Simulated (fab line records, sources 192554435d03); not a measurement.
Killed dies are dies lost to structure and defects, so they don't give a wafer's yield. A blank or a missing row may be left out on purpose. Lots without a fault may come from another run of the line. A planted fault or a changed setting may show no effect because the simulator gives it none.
A struck lot beside a sound one | flow n5_finfet | 13 steps out of a route of 1938
Sound: wafers L519.1, L519.3, L519.6. Struck: wafers L516.1, L516.5, L516.6. The cause comes at the end.
At each step with rows: each side's tool, then ch and its chambers, then its first start. Under that, the readings that differ: sound wafers | struck wafers | difference of the means | sigmas: that difference in standard deviations of wafers without a fault.
alike: readings whose means differ by less than 2 such deviations, and words and numbers that are the same on both sides. not compared: withheld readings, readings that some wafer has no value for, bounds like >300 that may hide the same value, and numbers for which the record gives no deviation and whose values overlap.
The two part at a step that has a row with sigmas, a row that says differs or no value, or rows on one side only. Numbers that don't overlap but have no deviation are shown without sigmas and don't part them. A reading that every wafer of one side lacks parts them only if that side has two wafers or more.

first, 1 step without rows for these wafers: N5_GATE_CUT_SRD_32 (time 30 s).
N5_GATE_CUT_SAC_CAP_01: material SiNx, target thk 24 nm, pulse time 1 s, ald cycles 480.
  sound on ald_sin-04 ch 0,1,2, day 8 02:10; struck on ald_sin-04 ch 0,1,2, day 7 08:48
  alike: heater_power_w, precursor_pulse_height_rel
N5_GATE_CUT_PECVD_57: deposits SiNx from SiH4/NH3/N2, target thk 21 nm.
  sound on pecvd-01 ch 1,2, day 8 04:22; struck on pecvd-01 ch 0,1,2, day 7 10:59
  alike: heater_power_w, showerhead_plenum_p_Torr, throttle_valve_pct
N5_GATE_CUT_CMP_02: polishes, stops on SiO2, t overpolish 12.7 s, target thk 0 nm.
  sound on cmp-01 ch 1,2,3, day 8 04:38; struck on cmp-02 ch 0,3, day 7 11:07
  alike: motor_current_A, overpolish_run_s, time_to_endpoint_s
N5_GATE_CUT_HM_DEP_46: deposits SiO2 from TEOS/O2, target thk 130 nm, time 26.6 s.
  sound on pecvd-04 ch 0,2, day 8 04:54; struck on pecvd-04 ch 0,1,2, day 7 11:24
  alike: heater_power_w, showerhead_plenum_p_Torr, throttle_valve_pct
then, 6 steps without rows for these wafers: N5_GATE_CUT_COAT_34 (time 60 s, resist thk 60 nm); N5_GATE_CUT_COAT_35 (time 60 s, resist thk 10 nm); N5_GATE_CUT_COAT_27 (time 60 s, resist thk 10 nm); N5_GATE_CUT_COAT_07 (resist thk 30 nm); N5_GATE_CUT_EBR_09; N5_GATE_CUT_SOFTBAKE_08 (time 60 s).
N5_GATE_CUT_EXPOSE_10: exposes mask GATE CUT, target cd 20 nm.
  sound on euv_scanner-02 ch 0, day 8 05:13; struck on euv_scanner-01, day 7 11:44
  no value came back on the struck wafers for exposure_dose_mJ_cm2, focus_offset_nm (nm), stage_msd_nm (nm); on the sound wafers exposure_dose_mJ_cm2 reads 43.18 43.11 43.08
  alike: mask
then, 1 step without rows for these wafers: N5_GATE_CUT_PEB_11 (peb time 60 s).

WHERE THEY PART
Only at N5_GATE_CUT_EXPOSE_10, within this record.

WHY: what the simulator had put in
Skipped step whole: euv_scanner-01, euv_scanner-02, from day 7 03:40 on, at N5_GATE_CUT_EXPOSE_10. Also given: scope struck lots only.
